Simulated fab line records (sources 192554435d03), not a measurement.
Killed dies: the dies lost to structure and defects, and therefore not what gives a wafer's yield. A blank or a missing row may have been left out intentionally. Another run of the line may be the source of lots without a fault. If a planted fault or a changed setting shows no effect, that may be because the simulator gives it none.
fab line records	flow n5_finfet
[record] lots = 4	wafers = 12	last_day = 19
route steps=1938 shown BEOL_M3@969 BEOL_M4@1111 PASSIVATION@1936
lots untouched by any fault: they come from a run of this same line in which no faults occurred
start_h: hours from the record's opening day to when the first of the lot's shown wafers began	wait_h: time in hours since the lot's previous step	" repeats the value in the row above	L1.1+2: several wafers, shown together as one row	- no value, or no start given	* or withheld: withheld	< > ~ a bound
route shown NAME@n: names a module that has steps shown in the file, with the first one's number in the route	usual: average and standard deviation across the fault-free wafers	same: alike in all rows	chamber/n: place in a boat	sites: each site's reading	_std_site: standard deviation across them	_edge_site: mean of outer sites minus mean of inner sites	radius_mm: how far each site lies from the wafer's centre	mask NAME#n: copy n	behind: tool/chamber where the wafer was last shaped	hold: cause of the lot's hold/its duration in hours/its outcome	device: transistor that didn't switch, given as n, p or np	end of line: the tests these same wafers got at the end of their route	for a step that has no rows: nothing shown but its recipe	killed: dies that structure and defects cost at the first sort, which is not the same as the wafer's yield	map: shows each die of a wafer: x if killed, . if not, _ if none is there
set.NAME: the run value of the setting; set.NAME@STEP: its run value at that earlier step	model.NAME: the simulator's own value behind a step, which no gauge read
lots at some steps of the route; a table a step, a row a wafer
services: from which hour (start_h, from the record's first day; less than 0 if before it) a tool's chamber was out of use, for how many hours, and why
[[steps]]
[step N5_BEOL_M3_DESCUM_33]
[recipe] chemistry = O2	time_s = 7	source_power_w = 50	bias_power_w = 20	pressure_mtorr = 20	rf_frequency_hz = 2.712e+07	temp_c = 40	resist = CAR-EUV	o2_flow_sccm = 225
[step N5_BEOL_M3_ETCH_77]
[recipe] chemistry = N2/H2	target = underlayer	target_depth_a = 65	mask_material = CAR-EUV	time_s = 5.2	ion_energy_ev = 200	pressure_mtorr = 30	source_w = 840	bias_w = 150	n2_flow_sccm = 200	h2_flow_sccm = 200	ends = cleared
[step N5_BEOL_M3_ETCH_69]
[recipe] chemistry = CF4	target = SiARC	target_depth_a = 156	mask_material = CAR-EUV	time_s = 26	ion_energy_ev = 80	pressure_mtorr = 40	source_w = 545	bias_w = 36	Ar_flow_sccm = 100	cf4_flow_sccm = 100	ends = cleared
[step N5_BEOL_M3_ALD_98]
[recipe] material = SiO2	target_thk_a = 25	temp_c = 100	ald_precursor_family = BDEAS	ald_co_reactant = O2-plasma	pulse_time_s = 1	co_reactant_pulse_time_s = 1	purge_time_s = 2	co_reactant_purge_time_s = 2	ald_cycles = 17	pressure_torr = 2
[step N5_BEOL_M3_ETCHBACK_99]
[recipe] chemistry = CHF3	target = SiO2	target_depth_a = 50	time_s = 10.4	source_w = 215	bias_w = 47	Ar_flow_sccm = 200	CHF3_flow_sccm = 12	ion_energy_ev = 100	pressure_mtorr = 30
[step N5_BEOL_M3_ETCH_70]
[recipe] chemistry = N2/H2	target = SOC	target_depth_a = 800	overetch_a = 160	mask_material = SiARC	temp_c = 40	time_s = 120	ion_energy_ev = 200	pressure_mtorr = 30	source_w = 840	bias_w = 150	n2_flow_sccm = 200	h2_flow_sccm = 200
[step N5_BEOL_M3_STRIP_71]
[recipe] chemistry = N2/H2	temp_c = 40	n2_flow_sccm = 200	h2_flow_sccm = 200	rf_frequency_hz = 6e+07
[step N5_BEOL_M3_STRIP_78]
[recipe] chemistry = N2/H2	temp_c = 40	n2_flow_sccm = 200	h2_flow_sccm = 200	rf_frequency_hz = 6e+07
[step N5_BEOL_M3_VIA_ETCH_34]
[recipe] chemistry = C4F6/O2	target_depth_a = 694	mask_material = SOC	pressure_mtorr = 15	ion_energy_ev = 250	taper_deg = 4	time_s = 65.9	source_w = 350	bias_w = 170	Ar_flow_sccm = 300	C4F6_flow_sccm = 10	O2_flow_sccm = 10
[step N5_BEOL_M3_STRIP_83]
[recipe] chemistry = C4F6/O2	resist = SiARC	rf_frequency_hz = 6e+07
[step N5_BEOL_M3_STRIP_36]
[recipe] chemistry = N2/H2	power_w = 450	temp_c = 40	pressure_mtorr = 20	rf_frequency_hz = 6e+07	overash_fraction = 0.3	bias_power_w = 7	h2_frac = 0.5	n2_flow_sccm = 200	h2_flow_sccm = 200
[step N5_BEOL_M3_TRENCH_ETCH_37]
[recipe] chemistry = C4F6/O2	target_depth_a = 555.55	target = SiOC	time_s = 29.2	ion_energy_ev = 250	pressure_mtorr = 30	source_w = 355	bias_w = 185	Ar_flow_sccm = 300	C4F6_flow_sccm = 10	O2_flow_sccm = 10
[usual] C4F6_flow_sccm = 9.998/0.029	O2_flow_sccm = 10.000/0.028	bias_w = 185.0/0.55	drypump_motor_current_A = 5.8/0.52	oes_product_au = 0.79/0.076	rf_vpp_V = 669/8.8	showerhead_plenum_p_Torr = 2.85/0.088	throttle_valve_pct = 20.85/0.27
lot.wafer	tool	chamber	start_h	wait_h	C4F6_flow_sccm	O2_flow_sccm	bias_w	drypump_motor_current_A	oes_product_au	rf_hours_counter_h	rf_vpp_V	showerhead_plenum_p_Torr	throttle_valve_pct	model.TiN_of_BEOL_M3_HM_DEP_02.thk_nm
L452.1	rie_diel-01	2	184.18	-	9.992	9.990	186.0	5.9	0.77	102	675	2.98	20.89	17.6
L452.3	"	0	"	"	10.075	10.002	184.3	6.0	0.70	174	679	2.83	20.98	17.6
L452.6	"	1	"	"	9.990	10.004	185.3	5.8	0.72	-	665	2.73	21.06	17.6
L468.3	rie_diel-06	0	270.01	-	-	-	-	-	-	-	-	-	-	20.4
L468.5	"	1	"	"	-	-	-	-	-	-	-	-	-	20.4
L468.6	"	2	"	"	-	-	-	-	-	-	-	-	-	20
L470.1	rie_diel-01	1	280.63	-	-	-	-	-	-	-	-	-	-	20.2
L470.2	"	3	"	"	-	-	-	-	-	-	-	-	-	20
L470.5	"	1	"	"	-	-	-	-	-	-	-	-	-	20
L472.2	rie_diel-06	0	305.69	-	9.992	9.989	184.9	6.6	0.85	70	664	2.88	20.28	17.6
L472.3	"	3	"	"	10.055	10.039	186.0	6.0	0.72	184	674	2.82	20.74	18
L472.6	"	2	"	"	10.004	9.986	184.8	6.0	0.70	-	674	2.97	21.01	17.8
[step N5_BEOL_M3_ETCH_41]
[recipe] chemistry = CH3F/O2	target = SiCN	target_depth_a = 299	taper_deg = 2	time_s = 52.5	ion_energy_ev = 120	mask_material = TiN	pressure_mtorr = 30	source_w = 395	bias_w = 75	Ar_flow_sccm = 150	CH3F_flow_sccm = 30	O2_flow_sccm = 20
[step N5_BEOL_M3_STRIP_97]
[recipe] chemistry = N2/H2	time_s = 10	power_w = 450	temp_c = 40	pressure_mtorr = 20	rf_frequency_hz = 6e+07	bias_power_w = 7	n2_flow_sccm = 200	h2_flow_sccm = 200
[step N5_BEOL_M3_OCD_MEAS_38]
[usual] trench_depth_nm = 55.3/1.1
lot.wafer	tool	chamber	start_h	wait_h	trench_depth_nm
L452.1	ocd-02	-	184.33	-	54.1
L452.3	"	-	"	"	54.5
L452.6	"	-	"	"	55.2
L468.3	ocd-01	-	270.16	-	0
L468.5	"	-	"	"	0
L468.6	"	-	"	"	0
L470.1	ocd-01	-	280.79	-	0
L470.2	"	-	"	"	0
L470.5	"	-	"	"	0
L472.2	ocd-02	-	305.85	-	54.9
L472.3	"	-	"	"	53.3
L472.6	"	-	"	"	52.5
[step N5_BEOL_M3_HM_STRIP_39]
[recipe] chemistry = peroxide_tin_strip	material = TiN	target_depth_a = 250	temp_c = 50	time_s = 158
[step N5_BEOL_M3_SRD_40]
[recipe] time_s = 30	temp_c = 23	rinse_liquid = diw	dry = ipa_marangoni
[step N5_BEOL_M3_PRECLEAN_42]
[recipe] chemistry = residue_remover	time_s = 60	temp_c = 40
[step N5_BEOL_M3_SRD_43]
[recipe] time_s = 30	temp_c = 23	rinse_liquid = diw	dry = ipa_marangoni
[step N5_BEOL_M3_DEGAS_44]
[recipe] ambient = vacuum	temp_c = 250	time_s = 60
[step N5_BEOL_M3_PRE_CLEAN_45]
[recipe] gas = H2/He	time_s = 30	temp_c = 250
[step N5_BEOL_M3_ALD_84]
[recipe] material = TaN	target_thk_a = *	temp_c = 275	ald_precursor_family = PDMAT	ald_co_reactant = NH3	pressure_torr = 3	carrier_flow_sccm = 1500	pulse_time_s = 2	purge_time_s = 3	co_reactant_purge_time_s = 2	co_reactant_pulse_time_s = 3	ald_cycles = 30	precursor_vessel_temp_c = 75	precursor_vessel_pressure_torr = 26.25	precursor_vessel_carrier_sccm = 1000
[step N5_BEOL_M3_SURFACE_TREAT_85]
[recipe] gas = Ar	time_s = *	ion_energy_ev = *	ion_current_ma_cm2 = 0.5	pressure_mtorr = *	ar_flow_sccm = 30
[step N5_BEOL_M3_CVD_47]
[recipe] material = Co	target_thk_a = 30	temp_c = withheld	precursor = CCTBA/H2	pressure_torr = 30	time_s = 223.8
[step N5_BEOL_M3_SPUTTER_48]
[recipe] material = Cu	target_thk_a = 45	temp_c = -20	chamber_pressure_pa = 0.07	power_w = withheld	time_s = 8.29
[step N5_BEOL_M3_ANNEAL_49]
[recipe] temp_c = 400	time_s = 240	ambient = vacuum
[step N5_BEOL_M3_SPUTTER_79]
[recipe] material = Cu	target_thk_a = 45	temp_c = -20	chamber_pressure_pa = 0.07	power_w = withheld	time_s = 8.29
[step N5_BEOL_M3_ANNEAL_80]
[recipe] temp_c = 400	time_s = 240	ambient = vacuum
[step N5_BEOL_M3_SPUTTER_81]
[recipe] material = Cu	target_thk_a = 45	temp_c = -20	chamber_pressure_pa = 0.07	power_w = withheld	time_s = 8.29
[step N5_BEOL_M3_ANNEAL_82]
[recipe] temp_c = 400	time_s = 240	ambient = vacuum
[step N5_BEOL_M3_SPUTTER_86]
[recipe] material = Cu	target_thk_a = 45	temp_c = -20	chamber_pressure_pa = 0.07	power_w = withheld	time_s = 8.29
[step N5_BEOL_M3_ANNEAL_87]
[recipe] temp_c = 400	time_s = 240	ambient = vacuum
[step N5_BEOL_M3_SPUTTER_88]
[recipe] material = Cu	target_thk_a = 45	temp_c = -20	chamber_pressure_pa = 0.07	power_w = withheld	time_s = 8.29
[step N5_BEOL_M3_ANNEAL_89]
[recipe] temp_c = 400	time_s = 240	ambient = vacuum
[step N5_BEOL_M3_SPUTTER_90]
[recipe] material = Cu	target_thk_a = 45	temp_c = -20	chamber_pressure_pa = 0.07	power_w = withheld	time_s = 8.29
[step N5_BEOL_M3_ANNEAL_91]
[recipe] temp_c = 400	time_s = 240	ambient = vacuum
[step N5_BEOL_M3_SPUTTER_92]
[recipe] material = Cu	target_thk_a = 45	temp_c = -20	chamber_pressure_pa = 0.07	power_w = withheld	time_s = 8.29
[step N5_BEOL_M3_ANNEAL_93]
[recipe] temp_c = 400	time_s = 240	ambient = vacuum
[step N5_BEOL_M3_SPUTTER_94]
[recipe] material = Cu	target_thk_a = 45	temp_c = -20	chamber_pressure_pa = 0.07	power_w = withheld	time_s = 8.29
[step N5_BEOL_M3_ANNEAL_95]
[recipe] temp_c = 400	time_s = 240	ambient = vacuum
[step N5_BEOL_M3_CMP_52]
[recipe] stop_on = SiOC	t_overpolish_s = 6.8	down_force_psi = 1	platen_rpm = 50	clearing_platen_down_force_psi = 1.5	clearing_platen_rpm = 50	post_cmp_clean = cu_alkaline	target_thk_nm = 40	clearing_platen_pad_velocity_m_s = 0.99484	pad_velocity_m_s = 0.99484
[usual] clearing_platen_down_force_psi = 1.5000/0.0029	edge_zone_pressure_frac = 1.000/0.0044	motor_current_A = 6.2/0.74
lot.wafer	tool	chamber	start_h	wait_h	clearing_platen_down_force_psi	edge_zone_pressure_frac	motor_current_A	model.Cu_of_BEOL_M3_ECD_50.thk_nm
L452.1	cmp-01	0	187.45	0.3	1.5007	1.001	6.9	40.4
L452.3	"	3	"	"	1.5000	1.007	6.7	40.6
L452.6	"	1	"	"	1.4956	0.996	5.1	40.6
L468.3	cmp-04	0	273.59	0.3	1.4982	1.000	4.9	0
L468.6	"	1	"	"	1.5009	0.996	6.8	0.4
L468.5	"	2	"	"	1.5038	1.004	5.7	0.4
L470.2	cmp-01	1	285.52	0.2	1.5009	0.994	5.3	0
L470.1	"	3	"	"	1.5004	1.000	6.8	2.4
L470.5	"	0	"	"	1.4996	0.999	7.0	0.6
L472.2	cmp-02	2	312.21	0.8	1.5030	1.002	6.3	39.4
L472.3	"	3	"	"	1.4980	0.996	7.1	40.6
L472.6	"	2	"	"	1.4994	1.008	5.9	42
[step N5_BEOL_M4_RC_MEAS_101]
[usual] DIBL_N = 36.6/1.9	DIBL_P = 36.7/2.2	IOFF_N = 0.16/0.035	IOFF_P = 0.22/0.038	ION_N = 672/14	ION_P = 462/8.3	SS_N = 71.6/0.65	SS_P = 73.5/0.72	VT_N = 250/3.5	VT_P = -250/3.1
lot.wafer	tool	chamber	start_h	wait_h	DIBL_N[mV/V]	DIBL_P[mV/V]	IOFF_N[nA/um]	IOFF_P[nA/um]	ION_N[uA/um]	ION_P[uA/um]	SS_N[mV/dec]	SS_P[mV/dec]	VT_N[mV]	VT_P[mV]
L452.1	prober-02	0	202.49	0.0	36.8	35.4	0.15	0.20	691	476	71.5	72.8	247	-249
L452.3	"	0	"	"	38.0	38.1	0.18	0.23	691	477	71.9	72.8	248	-249
L452.6	"	0	"	"	37.3	35.9	0.16	0.21	689	472	71.9	72.7	248	-254
L472.2	prober-02	0	326.46	0.2	37.6	36.4	0.17	0.23	691	474	71.6	72.2	250	-249
L472.3	"	0	"	"	36.2	34.1	0.14	0.19	658	453	71.8	72.1	253	-253
L472.6	"	0	"	"	39.4	38.0	0.21	0.27	677	462	72.8	73.4	247	-249
[step N5_PASSIVATION_PROBE_49]
[usual] defect_limited_yield = 91.6/1.4	killed_at_M0_to_M3 = 35/10	killed_at_M4_up = 13/4.8	killed_at_contacts = 12/7.2	killed_at_front_end = 36/12	killed_at_other = 4/3.1	killed_dies = 100/17	killed_on_rim = 13/4.2	killed_open = 66/13	killed_short = 32/7.3	sort_bin_5_function = 5.0/0.94	sort_bin_6_memory = 3.1/0.67	sort_n_pass = 1080/17	sort_yield_pct = 91.6/1.4
[same] gross_dies = 1180	killed_at_back_side = 0	sort_bin_4_leakage[%] = 0	sort_bin_8_speed[%] = 0
lot.wafer	tool	chamber	start_h	wait_h	defect_limited_yield[%]	killed_at_M0_to_M3	killed_at_M4_up	killed_at_contacts	killed_at_front_end	killed_at_other	killed_dies	killed_on_rim	killed_open	killed_short	sort_bin_5_function[%]	sort_bin_6_memory[%]	sort_n_pass	sort_yield_pct[%]
L452.1	prober-02	-	311.73	0.0	90.1	47	24	16	29	1	117	11	72	45	6.5	3.1	1063	90.1
L452.3	prober-02	-	311.83	0.1	90.3	51	12	21	27	3	114	10	77	33	5.6	3.4	1066	90.3
L452.6	prober-02	-	311.98	0.3	90.3	58	18	13	25	0	114	16	66	41	5.8	3.4	1066	90.3
L468.3	prober-01	-	409.24	0.1	0	1146	10	8	16	0	1180	152	56	26	97.6	2.2	0	0
L468.5	prober-01	-	409.34	0.2	0	1134	5	9	30	2	1180	152	55	22	97.8	1.8	0	0
L468.6	prober-01	-	409.39	0.3	0	1116	12	13	38	1	1180	152	63	28	96.5	3.0	0	0
L470.1	prober-01	-	418.56	0.0	0	1104	20	8	44	4	1180	152	71	27	96.2	3.4	0	0
L470.2	prober-01	-	418.61	0.1	0	1139	8	1	29	3	1180	152	65	24	96.4	3.2	0	0
L470.5	prober-01	-	418.76	0.2	0	1124	7	5	44	0	1180	152	59	35	97.0	2.6	0	0
// killed by level:class
L452.1 BEOL_M0_SAQP:geometric_particle:short=14 BEOL_M4:geometric_particle:open=14 MOL_CONTACT_COAG:geometric_particle:open=13 BEOL_M0_SAQP:geometric_particle:open=13 FIN_SAQP:geometric_particle:open=8 FIN_SAQP:geometric_particle:short=6 BEOL_M3:geometric_particle:open=6 BEOL_M1:geometric_particle:short=5
L452.3 BEOL_M0_SAQP:geometric_particle:open=15 MOL_CONTACT_COAG:geometric_particle:open=14 BEOL_M3:geometric_particle:open=12 BEOL_M0_SAQP:geometric_particle:short=11 MOL_CONTACT_COAG:geometric_particle:short=7 BEOL_M1:geometric_particle:open=6 GATE_CUT:geometric_particle:short=5 BEOL_M2:geometric_particle:open=5
L452.6 BEOL_M0_SAQP:geometric_particle:short=17 BEOL_M2:geometric_particle:open=13 BEOL_M0_SAQP:geometric_particle:open=13 MOL_CONTACT_COAG:geometric_particle:open=10 BEOL_M3:geometric_particle:open=5 BEOL_M4:geometric_particle:open=5 BEOL_M8:geometric_particle:open=5 STARTING-WAFER:geometric_particle:short=5
L468.3 BEOL_M3:area_etch=1098 BEOL_M0_SAQP:geometric_particle:short=11 BEOL_M0_SAQP:geometric_particle:open=11 BEOL_M3:geometric_particle:open=10 BEOL_M1:geometric_particle:open=7 MOL_CONTACT_COAG:geometric_particle:open=6 GATE_CUT:geometric_particle:short=5 BEOL_M2:geometric_particle:open=5
L468.5 BEOL_M3:area_etch=1103 BEOL_M0_SAQP:geometric_particle:open=10 BEOL_M1:geometric_particle:open=8 MOL_CONTACT_COAG:geometric_particle:open=7 FIN_SAQP:geometric_particle:short=6 FIN_SAQP:geometric_particle:open=6 DUMMY_GATE:geometric_particle:open=6 BEOL_M0_SAQP:geometric_particle:short=6
L468.6 BEOL_M3:area_etch=1089 STI_FIN_REVEAL:geometric_particle:open=15 MOL_CONTACT_COAG:geometric_particle:open=11 BEOL_M0_SAQP:geometric_particle:open=10 BEOL_M0_SAQP:geometric_particle:short=7 GATE_CUT:geometric_particle:open=3 GATE_CUT:geometric_particle:short=3 BEOL_M3:geometric_particle:open=3
L470.1 BEOL_M3:area_etch=1082 STI_FIN_REVEAL:geometric_particle:open=12 BEOL_M4:geometric_particle:open=10 MOL_CONTACT_COAG:geometric_particle:open=8 BEOL_M2:geometric_particle:open=6 GATE_CUT:geometric_particle:short=5 FIN_SAQP:geometric_particle:open=4 FIN_SAQP:geometric_particle:short=4
L470.2 BEOL_M3:area_etch=1090 STI_FIN_REVEAL:geometric_particle:open=10 BEOL_M2:geometric_particle:open=10 BEOL_M3:geometric_particle:open=10 BEOL_M0_SAQP:geometric_particle:open=9 BEOL_M0_SAQP:geometric_particle:short=7 BEOL_M1:geometric_particle:open=7 DUMMY_GATE:geometric_particle:open=5
L470.5 BEOL_M3:area_etch=1086 BEOL_M0_SAQP:geometric_particle:open=16 STI_FIN_REVEAL:geometric_particle:open=9 BEOL_M0_SAQP:geometric_particle:short=9 FIN_SAQP:geometric_particle:open=8 GATE_CUT:geometric_particle:short=8 FIN_SAQP:geometric_particle:short=5 MOL_CONTACT_COAG:geometric_particle:open=4
// map L468.3 (x killed, . not)
_________________xxxxxxxxxxxx________________
______________xxxxxxxxxxxxxxxxxx_____________
___________xxxxxxxxxxxxxxxxxxxxxxxx__________
__________xxxxxxxxxxxxxxxxxxxxxxxxxx_________
________xxxxxxxxxxxxxxxxxxxxxxxxxxxxxx_______
_______xxxxxxxxxxxxxxxxxxxxxxxxxxxxxxxx______
______xxxxxxxxxxxxxxxxxxxxxxxxxxxxxxxxxx_____
_____xxxxxxxxxxxxxxxxxxxxxxxxxxxxxxxxxxxx____
____xxxxxxxxxxxxxxxxxxxxxxxxxxxxxxxxxxxxxx___
___xxxxxxxxxxxxxxxxxxxxxxxxxxxxxxxxxxxxxxxx__
___xxxxxxxxxxxxxxxxxxxxxxxxxxxxxxxxxxxxxxxx__
__xxxxxxxxxxxxxxxxxxxxxxxxxxxxxxxxxxxxxxxxxx_
__xxxxxxxxxxxxxxxxxxxxxxxxxxxxxxxxxxxxxxxxxx_
_xxxxxxxxxxxxxxxxxxxxxxxxxxxxxxxxxxxxxxxxxxxx
_xxxxxxxxxxxxxxxxxxxxxxxxxxxxxxxxxxxxxxxxxxxx
_xxxxxxxxxxxxxxxxxxxxxxxxxxxxxxxxxxxxxxxxxxxx
_xxxxxxxxxxxxxxxxxxxxxxxxxxxxxxxxxxxxxxxxxxxx
_xxxxxxxxxxxxxxxxxxxxxxxxxxxxxxxxxxxxxxxxxxxx
_xxxxxxxxxxxxxxxxxxxxxxxxxxxxxxxxxxxxxxxxxxxx
_xxxxxxxxxxxxxxxxxxxxxxxxxxxxxxxxxxxxxxxxxxxx
_xxxxxxxxxxxxxxxxxxxxxxxxxxxxxxxxxxxxxxxxxxxx
__xxxxxxxxxxxxxxxxxxxxxxxxxxxxxxxxxxxxxxxxxx_
__xxxxxxxxxxxxxxxxxxxxxxxxxxxxxxxxxxxxxxxxxx_
___xxxxxxxxxxxxxxxxxxxxxxxxxxxxxxxxxxxxxxxx__
___xxxxxxxxxxxxxxxxxxxxxxxxxxxxxxxxxxxxxxxx__
____xxxxxxxxxxxxxxxxxxxxxxxxxxxxxxxxxxxxxx___
_____xxxxxxxxxxxxxxxxxxxxxxxxxxxxxxxxxxxx____
______xxxxxxxxxxxxxxxxxxxxxxxxxxxxxxxxxx_____
_______xxxxxxxxxxxxxxxxxxxxxxxxxxxxxxxx______
________xxxxxxxxxxxxxxxxxxxxxxxxxxxxxx_______
__________xxxxxxxxxxxxxxxxxxxxxxxxxx_________
___________xxxxxxxxxxxxxxxxxxxxxxxx__________
______________xxxxxxxxxxxxxxxxxx_____________
_________________xxxxxxxxxxxx________________
// map L470.1 (x killed, . not)
_________________xxxxxxxxxxxx________________
______________xxxxxxxxxxxxxxxxxx_____________
___________xxxxxxxxxxxxxxxxxxxxxxxx__________
__________xxxxxxxxxxxxxxxxxxxxxxxxxx_________
________xxxxxxxxxxxxxxxxxxxxxxxxxxxxxx_______
_______xxxxxxxxxxxxxxxxxxxxxxxxxxxxxxxx______
______xxxxxxxxxxxxxxxxxxxxxxxxxxxxxxxxxx_____
_____xxxxxxxxxxxxxxxxxxxxxxxxxxxxxxxxxxxx____
____xxxxxxxxxxxxxxxxxxxxxxxxxxxxxxxxxxxxxx___
___xxxxxxxxxxxxxxxxxxxxxxxxxxxxxxxxxxxxxxxx__
___xxxxxxxxxxxxxxxxxxxxxxxxxxxxxxxxxxxxxxxx__
__xxxxxxxxxxxxxxxxxxxxxxxxxxxxxxxxxxxxxxxxxx_
__xxxxxxxxxxxxxxxxxxxxxxxxxxxxxxxxxxxxxxxxxx_
_xxxxxxxxxxxxxxxxxxxxxxxxxxxxxxxxxxxxxxxxxxxx
_xxxxxxxxxxxxxxxxxxxxxxxxxxxxxxxxxxxxxxxxxxxx
_xxxxxxxxxxxxxxxxxxxxxxxxxxxxxxxxxxxxxxxxxxxx
_xxxxxxxxxxxxxxxxxxxxxxxxxxxxxxxxxxxxxxxxxxxx
_xxxxxxxxxxxxxxxxxxxxxxxxxxxxxxxxxxxxxxxxxxxx
_xxxxxxxxxxxxxxxxxxxxxxxxxxxxxxxxxxxxxxxxxxxx
_xxxxxxxxxxxxxxxxxxxxxxxxxxxxxxxxxxxxxxxxxxxx
_xxxxxxxxxxxxxxxxxxxxxxxxxxxxxxxxxxxxxxxxxxxx
__xxxxxxxxxxxxxxxxxxxxxxxxxxxxxxxxxxxxxxxxxx_
__xxxxxxxxxxxxxxxxxxxxxxxxxxxxxxxxxxxxxxxxxx_
___xxxxxxxxxxxxxxxxxxxxxxxxxxxxxxxxxxxxxxxx__
___xxxxxxxxxxxxxxxxxxxxxxxxxxxxxxxxxxxxxxxx__
____xxxxxxxxxxxxxxxxxxxxxxxxxxxxxxxxxxxxxx___
_____xxxxxxxxxxxxxxxxxxxxxxxxxxxxxxxxxxxx____
______xxxxxxxxxxxxxxxxxxxxxxxxxxxxxxxxxx_____
_______xxxxxxxxxxxxxxxxxxxxxxxxxxxxxxxx______
________xxxxxxxxxxxxxxxxxxxxxxxxxxxxxx_______
__________xxxxxxxxxxxxxxxxxxxxxxxxxx_________
___________xxxxxxxxxxxxxxxxxxxxxxxx__________
______________xxxxxxxxxxxxxxxxxx_____________
_________________xxxxxxxxxxxx________________
[[services]]
tool	chamber	start_h	hours	kind
rie_diel-01	-	164.46	0.3	repair
cmp-01	-	164.61	0.9	repair
cmp-01	-	167.81	0.7	repair
rie_diel-06	3	170.12	4.2	repair
cmp-04	-	172.74	4.0	pm
cmp-04	-	176.74	-	consumable_replace:conditioner
cmp-04	-	176.74	-	consumable_replace:pad
cmp-04	-	189.57	3.7	pm
cmp-02	-	194.05	4.0	pm
cmp-02	-	198.05	-	consumable_replace:conditioner
cmp-02	-	198.05	-	consumable_replace:pad
rie_diel-06	2	224.10	3.8	repair
cmp-01	-	239.06	4.0	pm
cmp-01	-	243.06	-	consumable_replace:conditioner
cmp-01	-	243.06	-	consumable_replace:pad
cmp-01	-	248.53	5.0	repair
cmp-01	-	263.05	14.3	pm
cmp-04	-	296.05	0.3	repair
cmp-01	-	300.84	1.5	repair
[[key]]
[first_sign] step = N5_BEOL_M3_TRENCH_ETCH_37	reading = tool_record	direction = missing
[effect] step = N5_BEOL_M3_OCD_MEAS_38	reading = trench_depth_nm	direction = down	sigmas = 51	usual = 55.3	struck = 0
[effect] step = N5_PASSIVATION_PROBE_49	reading = killed_at_M0_to_M3	direction = up	sigmas = 99+	usual = 35	struck = 1127
[model_effect] step = N5_BEOL_M3_TRENCH_ETCH_37	value = TiN_of_BEOL_M3_HM_DEP_02.thk_nm	without = 17.8	struck = 20.17
[model_effect] step = N5_BEOL_M3_CMP_52	value = Cu_of_BEOL_M3_ECD_50.thk_nm	without = 40.2	struck = 0.6333
[more_kills_born_at] N5_BEOL_M3_TRENCH_ETCH_37@rie_diel-06 = 3290	N5_BEOL_M3_TRENCH_ETCH_37@rie_diel-01 = 3258
met_at N5_BEOL_M3_TRENCH_ETCH_37
struck_wafers L468.3,L468.5,L468.6,L470.1,L470.2,L470.5
later_rows_left_out L468.3,L468.5,L468.6,L470.1,L470.2,L470.5
onset_between 184.18 270.01
[fault] kind = skipped_step_whole	tool = rie_diel-01,rie_diel-06	chamber = -	onset_h = 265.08	steps = N5_BEOL_M3_TRENCH_ETCH_37	scope = struck_lots_only
// later_rows_left_out: the simulator's readings of these wafers behind a module that went badly wrong aren't trusted and aren't shown, but for the sort
